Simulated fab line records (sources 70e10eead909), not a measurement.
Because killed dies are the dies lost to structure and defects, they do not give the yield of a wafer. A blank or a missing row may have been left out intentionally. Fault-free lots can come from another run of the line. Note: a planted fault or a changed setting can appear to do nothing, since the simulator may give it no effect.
fab line records	flow nand-harc
record: lots: 12	wafers: 36	last-day: 34
route steps=1302 shown A_SLIT@923 A_SIN_REMOVE@951 A_WL_FILL@953 END@1302
lots that met no fault: taken from a fault-free run of the same line
start-h: hours from the record's first day to the start of the lot's first wafer shown	wait-h: hours since the lot's step before	" as in the row above	L1.1+2: a single row standing in for several wafers	- no value, or no start given	* or withheld: withheld	< > ~ a bound
route shown NAME@n: NAME is a module with steps in the file, n the number in the route of the first one	usual: mean/standard deviation taken from wafers without a fault	same: alike in all rows	chamber/n: place in a boat	sites: readings site by site	_std_site: their standard deviation	_edge_site: outer sites' mean less inner sites'	radius-mm: how far each site lies from the wafer's centre	mask NAME#n: copy n	behind: the last tool/chamber to shape the wafer	hold: why the lot was held/for how many hours/how that ended	device: transistor that didn't switch, given as n, p or np	end of line: tests run on the same wafers once the route is complete	a step given without rows: its recipe and nothing more	killed: dies that structure and defects cost at the first sort, which is not the same as the wafer's yield	map: a wafer's dies, marking killed ones x, the rest . and places with no die _
set.NAME: the run value of the setting; set.NAME@STEP: its run value at that earlier step	model.NAME: the simulator's own value behind a step, which no gauge read
route steps across a sampled set of lots; one table per step, one row per wafer
services: when a tool's chamber went out of use (start-h, in hours from the record's first day, below 0 if earlier), for how many hours, and the reason
== steps ==
step: NHARC_A_SLIT_DEP_00
recipe: target-thk-a: 62000	temp-c: 400	material: aC
usual: throttle-valve-pct: 34.999/0.0091
lot.wafer	tool	chamber	start-h	wait-h	throttle-valve-pct
L436.1	acl-dep-01	0	460.05	-	35.031
L436.2	"	0	"	"	35.019
L436.6	"	0	463.18	-	34.989
L435.3	acl-dep-03	0	460.06	-	35.002
L435.4	"	0	"	"	34.997
L435.6	"	0	461.92	-	34.986
L442.3	acl-dep-03	0	531.65	-	34.995
L442.5	"	0	532.91	-	34.986
L442.6	"	0	"	"	35.000
L444.2	acl-dep-02	0	561.41	-	35.003
L444.3	"	0	"	"	35.000
L444.4	"	0	"	"	34.979
L447.1	acl-dep-03	0	564.73	-	34.997
L447.5	"	0	567.23	-	35.019
L447.6	"	0	"	"	35.009
L451.1	acl-dep-01	0	619.44	-	35.006
L451.4	"	0	621.34	-	35.004
L451.6	"	0	622.61	-	34.989
L452.1	acl-dep-02	0	631.26	-	34.991
L452.3	"	0	632.53	-	35.008
L452.4	"	0	"	"	35.005
L453.1	acl-dep-01	0	642.65	-	34.999
L453.3	"	0	643.90	-	34.995
L453.4	"	0	"	"	34.995
L454.2	acl-dep-03	0	642.98	-	35.004
L454.5	"	0	644.87	-	34.998
L454.6	"	0	"	"	34.995
L455.1	acl-dep-01	0	653.28	-	34.992
L455.2	"	0	"	"	35.011
L455.3	"	0	"	"	35.014
L456.3	acl-dep-03	0	653.72	-	35.013
L456.4	"	0	"	"	34.992
L456.6	"	0	655.57	-	34.982
L457.2	acl-dep-03	0	689.86	-	35.009
L457.3	"	0	"	"	34.989
L457.4	"	0	"	"	35.009
step: NHARC_A_SLIT_ETCH_26
recipe: bias-v: 400	source-w: 2000	pressure-mtorr: 25	time-s: 90	ar-flow-sccm: 375	c4f8-flow-sccm: 41.7	o2-flow-sccm: 83.3	target-depth-a: 4000	chemistry: C4F8/O2/Ar
usual: drypump-motor-current-A: 6.0/0.35	he-backside-leak-sccm: 5.8/0.66	o2-flow-sccm: 83.31/0.26	showerhead-plenum-p-Torr: 3.75/0.19	throttle-valve-pct: 27.620/0.0086
lot.wafer	tool	chamber	start-h	wait-h	drypump-motor-current-A	he-backside-leak-sccm	o2-flow-sccm	rf-hours-counter-h	showerhead-plenum-p-Torr	throttle-valve-pct
L435.3	har-etch-01	0	468.38	1.9	6.2	6.5	83.47	-	3.49	27.621
L435.4	"	1	"	"	5.4	6.1	83.15	-	3.68	27.607
L435.6	"	0	"	"	6.3	6.1	83.41	-	3.49	27.626
L436.1	har-etch-01	0	472.10	3.0	6.2	6.2	83.60	267	3.48	27.622
L436.2	"	1	"	"	5.4	6.4	83.29	267	3.67	27.602
L436.6	"	0	"	"	6.2	6.3	83.68	-	3.48	27.632
L442.3	har-etch-02	1	540.13	1.3	5.8	5.0	83.17	-	3.93	27.620
L442.5	"	0	"	"	6.3	5.4	83.57	-	3.93	27.608
L442.6	"	1	"	"	5.8	5.4	83.38	-	3.93	27.613
L444.2	har-etch-02	0	570.38	2.5	6.3	5.4	83.23	96	3.92	27.614
L444.4	"	1	"	"	5.8	5.0	83.80	-	3.92	27.602
L444.3	"	0	"	"	6.3	5.7	82.94	-	3.92	27.609
L447.1	har-etch-01	0	574.66	3.0	6.2	6.3	83.79	324	3.45	27.617
L447.5	"	0	"	"	6.2	6.6	83.47	-	3.45	27.617
L447.6	"	1	"	"	5.5	6.5	83.36	-	3.64	27.615
L451.1	har-etch-02	0	628.94	3.0	6.3	5.7	83.43	134	3.90	27.618
L451.4	"	0	"	"	6.3	5.5	83.05	-	3.90	27.613
L451.6	"	0	"	"	6.3	5.4	83.29	-	3.90	27.618
L452.1	har-etch-02	1	640.89	3.0	5.8	5.2	83.83	137	3.90	27.617
L452.3	"	1	"	"	5.8	5.0	83.38	-	3.90	27.627
L452.4	"	0	"	"	6.3	5.7	83.28	-	3.90	27.622
L454.2	har-etch-01	0	652.00	2.5	6.2	7.0	83.22	370	3.43	27.620
L454.6	"	1	"	"	5.5	6.5	83.41	-	3.62	27.627
L454.5	"	0	"	"	6.2	6.9	83.47	-	3.43	27.621
L453.1	har-etch-02	0	652.96	3.0	6.3	5.7	83.67	149	3.89	27.633
L453.4	"	0	"	"	6.3	5.6	83.74	-	3.89	27.649
L453.3	"	1	"	"	5.8	5.3	83.21	-	3.89	27.607
L456.3	har-etch-01	0	663.27	1.9	6.2	6.7	83.41	-	3.43	27.628
L456.4	"	1	"	"	5.4	6.7	83.23	-	3.61	27.612
L456.6	"	1	"	"	5.5	6.8	83.56	-	3.61	27.612
L455.2	har-etch-02	1	663.28	3.0	5.8	5.1	82.92	156	3.89	27.618
L455.1	"	0	"	"	6.4	5.7	83.54	156	3.88	27.621
L455.3	"	1	"	"	5.8	4.8	83.16	-	3.89	27.620
L457.2	har-etch-02	1	700.86	3.0	5.8	5.1	83.29	176	3.88	27.615
L457.4	"	1	"	"	5.9	4.9	83.09	-	3.88	27.635
L457.3	"	0	"	"	6.4	5.5	83.22	-	3.87	27.612
step: NHARC_A_SIN_REMOVE_INSPECT_04
usual: raw-defect-count: 381/84
lot.wafer	tool	chamber	start-h	wait-h	raw-defect-count
L435.3	defect-inspect-01	-	476.35	0.0	334
L435.4	"	-	"	"	326
L435.6	"	-	"	"	382
L436.1	defect-inspect-01	-	480.14	0.0	427
L436.2	"	-	"	"	374
L436.6	"	-	"	"	365
L442.3	defect-inspect-02	-	548.18	0.0	648
L442.5	"	-	"	"	724
L442.6	"	-	"	"	587
L444.2	defect-inspect-02	-	578.40	0.0	753
L444.3	"	-	"	"	828
L444.4	"	-	"	"	836
L447.1	defect-inspect-01	-	582.14	0.1	538
L447.5	"	-	"	"	640
L447.6	"	-	"	"	466
L451.1	defect-inspect-02	-	636.99	0.0	310
L451.4	"	-	"	"	321
L451.6	"	-	"	"	314
L452.1	defect-inspect-01	-	648.90	0.0	314
L452.3	"	-	"	"	387
L452.4	"	-	"	"	414
L453.1	defect-inspect-02	-	660.04	0.0	332
L453.3	"	-	"	"	372
L453.4	"	-	"	"	357
L454.2	defect-inspect-02	-	660.04	0.1	496
L454.5	"	-	"	"	379
L454.6	"	-	"	"	388
L455.1	defect-inspect-01	-	671.28	0.0	324
L455.2	"	-	"	"	301
L455.3	"	-	"	"	254
L456.3	defect-inspect-02	-	671.30	0.0	401
L456.4	"	-	"	"	321
L456.6	"	-	"	"	364
L457.2	defect-inspect-01	-	708.97	0.0	369
L457.3	"	-	"	"	438
L457.4	"	-	"	"	380
step: NHARC_A_WL_FILL_RTA_01
recipe: temp-c: 1000	time-s: 5
usual: lamp-power-pct: 32.3/3	wafer_temp_C_max: 1007.7/1.4
lot.wafer	tool	chamber	start-h	wait-h	lamp-power-pct	wafer_temp_C_max
L435.3	rtp-anneal-01	0	476.91	0.3	35.0	1008.2
L435.4	"	0	"	"	35.0	1005.6
L435.6	"	0	"	"	35.0	1006.4
L436.1	rtp-anneal-01	0	480.64	0.3	34.9	1006.5
L436.2	"	0	"	"	34.9	1007.1
L436.6	"	0	"	"	34.9	1006.2
L442.3	rtp-anneal-02	0	548.57	-	29.1	1007.8
L442.5	"	0	"	"	29.1	1008.3
L442.6	"	0	"	"	29.1	1005.7
L444.2	rtp-anneal-01	0	578.76	-	34.9	1006.5
L444.3	"	0	"	"	35.0	1006.3
L444.4	"	0	"	"	35.0	1006.1
L447.1	rtp-anneal-02	0	582.64	-	29.0	1008.5
L447.5	"	0	"	"	29.0	1006.0
L447.6	"	0	"	"	29.0	1009.8
L451.1	rtp-anneal-02	0	637.32	-	29.0	1007.6
L451.4	"	0	"	"	29.0	1009.6
L451.6	"	0	"	"	29.0	1007.7
L452.1	rtp-anneal-01	0	649.40	0.3	35.0	1006.4
L452.3	"	0	"	"	35.0	1006.1
L452.4	"	0	"	"	35.0	1009.1
L453.1	rtp-anneal-01	0	660.72	-	35.0	1006.4
L453.3	"	0	"	"	35.0	1008.8
L453.4	"	0	"	"	34.9	1006.8
L454.2	rtp-anneal-01	0	660.92	-	34.9	1009.0
L454.5	"	0	"	"	35.0	1009.6
L454.6	"	0	"	"	35.0	1006.5
L455.1	rtp-anneal-01	0	672.33	-	35.0	1006.5
L455.2	"	0	"	"	35.0	1007.8
L455.3	"	0	"	"	35.0	1006.5
L456.3	rtp-anneal-02	0	672.55	-	29.0	1007.9
L456.4	"	0	"	"	29.0	1009.1
L456.6	"	0	"	"	29.1	1008.4
L457.2	rtp-anneal-01	0	709.33	-	35.0	1007.1
L457.3	"	0	"	"	35.0	1007.1
L457.4	"	0	"	"	35.0	1008.5
step: NHARC_A_WL_FILL_STRIP_27
recipe: power-w: 1500	temp-c: 250	time-s: 20	chemistry: N2/H2
usual: drypump-motor-current-A: 5.9/0.33	heater-power-w: 340/20
lot.wafer	tool	chamber	start-h	wait-h	drypump-motor-current-A	heater-power-w	rf-hours-counter-h
L435.3	plasma-asher-02	1	478.30	0.1	5.5	367	-
L435.4	"	0	"	"	5.8	308	-
L435.6	"	1	"	"	5.5	361	-
L436.2	plasma-asher-01	1	482.04	0.1	6.4	341	31
L436.1	"	0	"	"	5.7	364	31
L436.6	"	0	"	"	5.7	355	-
L442.3	plasma-asher-01	1	550.26	0.1	6.4	353	-
L442.5	"	1	"	"	6.4	357	-
L442.6	"	0	"	"	5.7	324	-
L444.2	plasma-asher-01	1	580.25	0.1	6.4	347	11
L444.4	"	1	"	"	6.4	345	-
L444.3	"	0	"	"	5.7	334	-
L447.1	plasma-asher-02	1	584.05	0.1	5.5	358	29
L447.5	"	1	"	"	5.5	364	-
L447.6	"	0	"	"	5.8	310	-
L451.1	plasma-asher-02	0	638.81	0.1	5.8	317	2
L451.4	"	0	"	"	5.8	318	-
L451.6	"	0	"	"	5.8	314	-
L452.1	plasma-asher-02	1	650.80	0.1	5.5	375	5
L452.4	"	1	"	"	5.5	354	-
L452.3	"	0	"	"	5.8	315	-
L453.1	plasma-asher-02	1	662.13	0.1	5.5	370	7
L453.3	"	1	"	"	5.5	370	-
L453.4	"	0	"	"	5.8	318	-
L454.2	plasma-asher-01	0	662.34	0.1	5.7	334	29
L454.5	"	1	"	"	6.4	354	-
L454.6	"	0	"	"	5.7	322	-
L455.2	plasma-asher-02	0	673.74	0.1	5.8	321	10
L455.1	"	1	"	"	5.5	362	10
L455.3	"	0	"	"	5.8	315	-
L456.4	plasma-asher-01	1	673.95	0.1	6.4	356	-
L456.3	"	0	"	"	5.7	331	-
L456.6	"	1	"	"	6.4	352	-
L457.2	plasma-asher-02	1	710.72	0.1	5.5	363	18
L457.4	"	0	"	"	5.8	317	-
L457.3	"	1	"	"	5.5	356	-
step: NHARC_END_SORT_01
recipe: temp-c: 25
usual: killed-at-array: 53/21	killed-at-other: 1.1/1.5	killed-at-periphery: 3.9/2.7	killed-dies: 58/21	killed-open: 3.4/1.9	killed-short: 2.3/1.5
same: gross-dies: 677
lot.wafer	tool	chamber	start-h	wait-h	killed-at-array	killed-at-other	killed-at-periphery	killed-dies	killed-open	killed-short
L442.3	prober-01	0	649.88	3.1	70	1	1	72	2	2
L442.5	prober-01	0	651.51	3.7	88	4	1	93	3	4
L442.6	prober-01	0	652.32	4.1	69	1	10	80	3	5
L444.2	prober-02	0	678.22	2.8	115	1	6	122	2	4
L444.3	prober-02	0	679.03	3.1	100	0	0	100	3	1
L444.4	prober-02	0	679.83	3.4	81	0	1	82	2	2
L453.1	prober-01	0	764.73	2.5	68	5	4	77	5	1
L453.3	prober-01	0	766.38	3.1	57	2	7	66	5	3
L453.4	prober-01	0	767.20	3.5	51	4	4	59	1	0
killed by level:class
L442.3 A_SLIT:unspecified=47 A_CHANNEL_HOLE_D2:chamber-film-flake=15 A_CHANNEL_HOLE_D1:chamber-film-flake=2 A_ONON_D2:geometric-particle:open=1 A_CHANNEL_FILL_D2:geometric-particle:short=1 A_WL_FILL:geometric-particle:short=1 A_M0:geometric-particle:open=1 P_M2:chamber-film-flake=1
L442.5 A_SLIT:unspecified=69 A_CHANNEL_HOLE_D2:chamber-film-flake=10 THIN_TSV:chamber-film-flake=3 A_ONON_D1:geometric-particle:short=2 A_CHANNEL_HOLE_D1:chamber-film-flake=2 A_CHANNEL_FILL_D1:geometric-particle:open=1 A_ONON_D2:geometric-particle:short=1 A_CHANNEL_FILL_D2:geometric-particle:short=1
L442.6 A_SLIT:unspecified=47 A_CHANNEL_HOLE_D2:chamber-film-flake=15 P_M2:chamber-film-flake=4 A_DECK1_JOINT:chamber-film-flake=3 P_M0:geometric-particle:short=2 P_GATE:chamber-film-flake=2 P_GATE:geometric-particle:short=1 P_CONTACT:geometric-particle:open=1
L444.2 A_SLIT:unspecified=75 A_CHANNEL_HOLE_D2:chamber-film-flake=18 A_CHANNEL_HOLE_D1:chamber-film-flake=9 A_CONTACT:chamber-film-flake=6 P_GATE:chamber-film-flake=2 A_DECK1_JOINT:chamber-film-flake=2 P_CONTACT:geometric-particle:open=1 P_M0:geometric-particle:short=1
L444.3 A_SLIT:unspecified=68 A_CHANNEL_HOLE_D1:chamber-film-flake=13 A_CHANNEL_HOLE_D2:chamber-film-flake=6 A_CONTACT:chamber-film-flake=2 A_BLC:chamber-film-flake=2 A_DECK1_JOINT:geometric-particle:open=1 A_ONON_D2:geometric-particle:open=1 A_WL_FILL:geometric-particle:short=1
L444.4 A_SLIT:unspecified=49 A_CHANNEL_HOLE_D2:chamber-film-flake=20 A_CHANNEL_HOLE_D1:chamber-film-flake=3 A_STAIRCASE:chamber-film-flake=2 A_CONTACT:chamber-film-flake=2 A_CHANNEL_FILL_D1:geometric-particle:open=1 A_ONON_D2:geometric-particle:short=1 A_CONTACT:geometric-particle:short=1
L453.1 A_CHANNEL_HOLE_D1:chamber-film-flake=38 A_SLIT:chamber-film-flake=10 A_CONTACT:chamber-film-flake=5 THIN_TSV:chamber-film-flake=5 A_M1:chamber-film-flake=4 A_ZERO_WELL:chamber-film-flake=3 P_STI:chamber-film-flake=2 A_STAIRCASE:chamber-film-flake=2
L453.3 A_CHANNEL_HOLE_D1:chamber-film-flake=31 A_SLIT:chamber-film-flake=7 A_CONTACT:chamber-film-flake=5 P_GATE:chamber-film-flake=4 A_M1:chamber-film-flake=3 P_M0:geometric-particle:open=2 A_STAIRCASE:chamber-film-flake=2 THIN_TSV:chamber-film-flake=2
L453.4 A_CHANNEL_HOLE_D1:chamber-film-flake=34 A_SLIT:chamber-film-flake=5 THIN_TSV:chamber-film-flake=4 A_M1:chamber-film-flake=4 P_GATE:chamber-film-flake=3 A_CONTACT:chamber-film-flake=3 A_STAIRCASE:chamber-film-flake=2 A_ONON_D1:geometric-particle:open=1
== services ==
tool	chamber	start-h	hours	kind
plasma-asher-02	-	444.22	9.0	pm
plasma-asher-02	0	444.22	9.0	vent-cycle
plasma-asher-02	1	444.22	9.0	vent-cycle
acl-dep-03	-	448.68	4.0	repair
plasma-asher-02	0	453.22	-	clean
plasma-asher-02	1	453.22	-	clean
plasma-asher-01	-	465.39	4.0	repair
acl-dep-03	-	478.23	10.0	repair
acl-dep-03	-	488.25	13.0	pm
har-etch-02	-	491.79	0.5	repair
plasma-asher-01	-	519.25	9.0	pm
plasma-asher-02	-	527.39	2.7	repair
acl-dep-01	-	556.05	13.0	pm
plasma-asher-02	-	575.22	0.5	repair
plasma-asher-01	-	585.62	1.5	repair
plasma-asher-02	-	614.51	3.7	repair
acl-dep-02	-	616.35	13.0	pm
plasma-asher-02	-	621.29	9.0	pm
plasma-asher-02	0	621.29	9.0	vent-cycle
plasma-asher-02	1	621.29	9.0	vent-cycle
plasma-asher-02	0	630.29	-	clean
acl-dep-03	-	669.99	13.0	pm
plasma-asher-01	-	696.48	9.0	pm
plasma-asher-01	-	710.63	1.2	repair
== key ==
first-sign: step: NHARC_A_SIN_REMOVE_INSPECT_04	reading: raw-defect-count	direction: up	sigmas: 4.2	usual: 381	struck: 729
effect: step: NHARC_END_SORT_01	reading: killed-at-array	direction: up	sigmas: 1.6	usual: 53	struck: 87	wafers-moved: 5
more-kills-born-at: NHARC_A_SLIT_ETCH_26@har-etch-02: 291
met-at NHARC_A_SLIT_ETCH_26
struck-lots L442,L444
tester-left-out L442,L444
not-acting-at NHARC_A_SLIT_DEP_00,NHARC_A_WL_FILL_RTA_01,NHARC_A_WL_FILL_STRIP_27
fault: kind: chamber-particle-source	tool: har-etch-02	chamber: -	onset-h: 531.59	steps: NHARC_A_SLIT_ETCH_26	rate-per-visit-cm2: 0.56107	end-h: 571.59
tester-left-out: of these lots the tester's yield and bins aren't shown, on N5 and GAA mostly nor the transistor test; their killed dies are dies lost to structure and defects alone, not to doping, threshold or leakage, so they don't give the yield
